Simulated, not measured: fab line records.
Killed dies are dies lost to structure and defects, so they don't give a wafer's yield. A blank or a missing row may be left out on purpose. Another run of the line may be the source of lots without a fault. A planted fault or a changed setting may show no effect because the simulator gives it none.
Matching of chambers    flow nand harc    NHARC_A_CHANNEL_HOLE_D2_DEP_01 on pecvd-04: 3 sister chambers
The step deposits SiON, target thk 140 nm. 3 wafers are shown with their chamber, then 7 later ones without.

WAFERS WITH THEIR CHAMBER
wafer   chamber  heater power w (W)
L792.6  1        832
L801.2  2        842
L801.3  0        711

WAFERS MISSING THEIR CHAMBER
wafer   heater power w (W)
L801.5  725
L803.2  921
L803.4  895
L803.5  784
L804.2  831
L804.3  887
L804.5  893

EACH ONE'S CHAMBER
wafer   from the rows above           in truth
L801.5  can't be placed: 0 or 1       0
L803.2  can't be placed: 2 or 1       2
L803.4  can't be placed: 2 or 1       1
L803.5  can't be placed: 1 or 2 or 0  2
L804.2  can't be placed: 1 or 2       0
L804.3  can't be placed: 2 or 1       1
L804.5  can't be placed: 2 or 1       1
Placed correctly: 0 of 7. Unplaceable from these rows: 7, with the true chamber sitting among the candidates in 6. Wrongly placed: 0.
How it was worked out, from the rows above alone: a wafer's distance from a chamber is the root of the sum, over the readings, of the square of ((its reading less the chamber's mean) divided by the reading's scatter). If the next closest chamber is less than 2 further off than the closest, the wafer can't be placed; otherwise it belongs to the closest. For every chamber, the mean is computed from those of its wafers that are shown. The scatter: root of mean squared gap, hidden wafer to nearest shown wafer, with one shown wafer a chamber.
